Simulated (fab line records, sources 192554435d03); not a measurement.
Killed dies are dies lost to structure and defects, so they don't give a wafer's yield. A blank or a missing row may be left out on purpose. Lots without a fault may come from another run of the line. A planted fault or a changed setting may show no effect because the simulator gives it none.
fab line records | flow n5_finfet
record lots=7 wafers=39
route steps=1938 shown BEOL_M12@1648 BEOL_M15@1819
start_h: hours from the record's first day to the start of the lot's first wafer shown | wait_h: hours since the lot's step before | " the same as in the row above | L1.1+2: a row that stands for several wafers | - no value, or no start given | * or withheld: withheld | < > ~ a bound
route shown NAME@n: a module of which the file shows steps, and the number in the route of the first | usual: mean/standard deviation of fault-free wafers | same: alike in all rows | chamber/n: place in a boat | sites: the reading at each site | _std_site: their standard deviation | _edge_site: outer sites' mean less inner sites' | radius_mm: how far each site lies from the wafer's centre | mask NAME#n: copy n | behind: the tool/chamber that last shaped the wafer | hold: why the lot was held/for how many hours/how that ended | device: the transistor (n, p or np) that didn't switch | end of line: the same wafers' tests at the end of the route | a step without rows: its recipe alone | killed: dies lost to structure and defects at the first sort, not the wafer's yield | map: a wafer's dies, x killed, . not, _ none there
set.NAME: the setting as run; set.NAME@STEP: as run at that earlier step | model.NAME: the simulator's own value behind a step, which no gauge read
lots whose settings were changed on purpose; a table a step, a row a wafer
## steps
# step N5_BEOL_M12_SPUTTER_43
# recipe material=TaN target_thk_a=150 temp_c=50 bias_v=168.6 power_w=15000 chamber_pressure_pa=0.12 time_s=24.19
# columns lot.wafer tool chamber start_h wait_h set.time_s model.TaN_of_BEOL_M12_SPUTTER_43.thk_nm
L074.1 pvd_sputter-03 - 233.34 0.0 24.19 14.8
L074.2+5 " - " " 24.19 15
L074.3+6 " - " " 10.07 6.2
L074.4 " - " " 10.07 6.4
L075.1+2+3+4+5+6 pvd_sputter-01 - 247.11 0.0 24.19 15
L085.1+2 pvd_sputter-02 - 297.74 0.0 24.19 15.2
L085.3+4 " - " " 11.54 7.2
L085.5 " - " " 24.19 15
L085.6 " - " " 11.54 7.4
L083.1+6 pvd_sputter-03 - 303.86 0.0 24.19 14.8
L083.5 " - " " 24.19 15
L086.1+3 pvd_sputter-02 - 320.58 0.0 14.91 9.4
L086.2+4 " - " " 24.19 15
L086.5 " - " " 24.19 15.2
L086.6 " - " " 14.91 9.2
L088.1 pvd_sputter-01 - 335.57 0.0 31.54 19.6
L088.2+3 " - " " 31.54 19.8
L088.4+5 " - " " 24.19 15.2
L088.6 " - " " 24.19 15
L096.1 pvd_sputter-03 - 375.79 0.0 24.19 15.4
L096.2+6 " - " " 24.19 15
L096.3+4+5 " - " " 24.19 15.2
# step N5_BEOL_M12_SPUTTER_44
# recipe material=Ta target_thk_a=100 temp_c=50 bias_v=80 power_w=15000 chamber_pressure_pa=0.07 time_s=16.13
# step N5_BEOL_M12_SPUTTER_45
# recipe material=Cu target_thk_a=800 temp_c=-20 bias_v=60 power_w=26000 chamber_pressure_pa=0.13 time_s=13.33
# step N5_BEOL_M12_ECD_47
# recipe material=Cu target_thk_a=7200
# step N5_BEOL_M12_ANNEAL_48
# recipe temp_c=225 time_s=90 ambient=N2
# step N5_BEOL_M12_CMP_49
# recipe stop_on=SiOC t_overpolish_s=20.6 down_force_psi=1 platen_rpm=50 clearing_platen_down_force_psi=1.5 clearing_platen_rpm=50 post_cmp_clean=cu_alkaline target_thk_nm=320 clearing_platen_pad_velocity_m_s=0.99484 pad_velocity_m_s=0.99484
# usual barrier_field_endpoint_s=30.4/0.58
# columns lot.wafer tool chamber start_h wait_h set.time_s@BEOL_M12_SPUTTER_43 barrier_field_endpoint_s
L074.1 cmp-03 0 234.06 0.3 24.19 30.6
L074.3 " 1 " " 10.07 19.8
L074.4 " 2 " " 10.07 20.5
L074.2 " 3 " " 24.19 31.4
L074.6 " 0 " " 10.07 20.4
L074.5 " 1 " " 24.19 30.6
L075.4 cmp-02 0 247.87 0.2 24.19 31.0
L075.2 " 1 " " 24.19 30.4
L075.3 " 2 " " 24.19 30.5
L075.1 " 3 " " 24.19 30.6
L075.5 " 0 " " 24.19 30.7
L075.6 " 1 " " 24.19 30.2
L085.2 cmp-04 1 298.47 0.2 24.19 31.0
L085.3 " 2 " " 11.54 21.2
L085.1 " 3 " " 24.19 30.6
L085.4 " 0 " " 11.54 20.8
L085.5 " 1 " " 24.19 30.6
L085.6 " 2 " " 11.54 20.4
L083.1 cmp-04 0 305.02 0.5 24.19 30.5
L083.5 " 0 " " 24.19 30.0
L083.6 " 1 " " 24.19 31.0
L086.4 cmp-02 3 321.33 0.1 24.19 29.7
L086.2 " 0 " " 24.19 30.0
L086.1 " 1 " " 14.91 23.3
L086.3 " 2 " " 14.91 22.5
L086.6 " 3 " " 14.91 22.8
L086.5 " 0 " " 24.19 30.5
L088.4 cmp-04 2 336.29 0.1 24.19 29.7
L088.3 " 3 " " 31.54 36.2
L088.1 " 0 " " 31.54 35.3
L088.2 " 1 " " 31.54 36.1
L088.5 " 2 " " 24.19 29.7
L088.6 " 3 " " 24.19 30.7
L096.1 cmp-04 2 376.80 0.5 24.19 30.7
L096.2 " 3 " " 24.19 30.6
L096.3 " 0 " " 24.19 30.0
L096.4 " 1 " " 24.19 30.5
L096.6 " 2 " " 24.19 29.8
L096.5 " 3 " " 24.19 30.4
# step N5_BEOL_M15_SPUTTER_43
# recipe material=TaN target_thk_a=150 temp_c=50 bias_v=168.6 power_w=15000 chamber_pressure_pa=0.12 time_s=24.19
# columns lot.wafer tool chamber start_h wait_h set.target_thk_a model.TaN_of_BEOL_M15_SPUTTER_43.thk_nm
L074.1+6 pvd_sputter-01 - 247.97 0.0 109.9 11
L074.2+5 " - " " 150 15
L074.3 " - " " 109.9 11.2
L074.4 " - " " 150 14.8
L075.1+2+3+4+5 pvd_sputter-02 - 262.63 0.0 150 15
L075.6 " - " " 150 15.2
L085.1+3+4+5+6 pvd_sputter-01 - 319.86 0.0 150 15.2
L085.2 " - " " 150 15
L083.1+5 pvd_sputter-03 - 329.35 0.0 150 14.8
L083.6 " - " " 150 14.6
L086.1+4 pvd_sputter-03 - 337.67 0.0 92.33 8.8
L086.2 " - " " 92.33 9
L086.3+5 " - " " 150 14.8
L086.6 " - " " 150 14.6
L088.1+5 pvd_sputter-01 - 358.85 0.0 150 15
L088.2+3+4 " - " " 126.6 12.8
L088.6 " - " " 150 15.2
L096.1+2+3 pvd_sputter-02 - 397.88 0.0 150 15
L096.4 " - " " 101.4 10.2
L096.5+6 " - " " 101.4 10
# step N5_BEOL_M15_SPUTTER_44
# recipe material=Ta target_thk_a=150 temp_c=50 bias_v=80 power_w=15000 chamber_pressure_pa=0.07 time_s=24.19
# step N5_BEOL_M15_SPUTTER_45
# recipe material=Cu target_thk_a=1000 temp_c=-20 bias_v=60 power_w=26000 chamber_pressure_pa=0.13 time_s=16.67
# step N5_BEOL_M15_ECD_47
# recipe material=Cu target_thk_a=18600
# step N5_BEOL_M15_ANNEAL_48
# recipe temp_c=225 time_s=90 ambient=N2
# step N5_BEOL_M15_CMP_49
# recipe stop_on=SiO2 t_overpolish_s=4.9 down_force_psi=2 platen_rpm=80 clearing_platen_down_force_psi=2 clearing_platen_rpm=80 post_cmp_clean=cu_alkaline target_thk_nm=850 clearing_platen_pad_velocity_m_s=1.5917 pad_velocity_m_s=1.5917
# usual barrier_field_endpoint_s=11.43/0.22
# columns lot.wafer tool chamber start_h wait_h set.target_thk_a@BEOL_M15_SPUTTER_43 barrier_field_endpoint_s
L074.2 cmp-03 1 248.79 0.2 150 11.43
L074.3 " 2 " " 109.9 10.28
L074.1 " 3 " " 109.9 10.01
L074.4 " 0 " " 150 11.35
L074.6 " 1 " " 109.9 9.98
L074.5 " 2 " " 150 11.70
L075.2 cmp-02 2 263.44 0.2 150 11.42
L075.4 " 3 " " 150 11.58
L075.3 " 0 " " 150 11.25
L075.1 " 1 " " 150 11.66
L075.5 " 2 " " 150 11.30
L075.6 " 3 " " 150 11.55
L085.4 cmp-01 2 320.67 0.1 150 11.39
L085.1 " 3 " " 150 11.70
L085.3 " 0 " " 150 11.42
L085.2 " 1 " " 150 11.48
L085.6 " 2 " " 150 11.39
L085.5 " 3 " " 150 11.59
L083.1 cmp-03 1 330.17 0.3 150 11.79
L083.5 " 1 " " 150 11.55
L083.6 " 2 " " 150 12.01
L086.2 cmp-03 0 338.50 0.2 92.33 9.26
L086.4 " 1 " " 92.33 9.28
L086.3 " 2 " " 150 11.85
L086.1 " 3 " " 92.33 9.24
L086.5 " 0 " " 150 11.29
L086.6 " 1 " " 150 11.24
L088.2 cmp-01 1 359.80 0.2 126.6 10.14
L088.1 " 2 " " 150 11.63
L088.4 " 3 " " 126.6 10.59
L088.3 " 0 " " 126.6 10.39
L088.5 " 1 " " 150 11.29
L088.6 " 2 " " 150 11.10
L096.3 cmp-03 1 398.73 0.2 150 11.17
L096.1 " 2 " " 150 11.34
L096.4 " 3 " " 101.4 9.46
L096.2 " 0 " " 150 10.97
L096.6 " 1 " " 101.4 9.50
L096.5 " 2 " " 101.4 9.38
## key
split step=N5_BEOL_M12_SPUTTER_43 setting=time_s stated=24.19 by=wafer
response step=N5_BEOL_M12_SPUTTER_43 reading=model.TaN_of_BEOL_M12_SPUTTER_43.thk_nm change=+0.15 per=1% r=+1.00
response step=N5_BEOL_M12_CMP_49 reading=barrier_field_endpoint_s change=+0.187 per=1% r=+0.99
split step=N5_BEOL_M15_SPUTTER_43 setting=target_thk_a stated=150 by=wafer
response step=N5_BEOL_M15_SPUTTER_43 reading=model.TaN_of_BEOL_M15_SPUTTER_43.thk_nm change=+0.15 per=1% r=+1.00
response step=N5_BEOL_M15_CMP_49 reading=barrier_field_endpoint_s change=+0.0553 per=1% r=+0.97
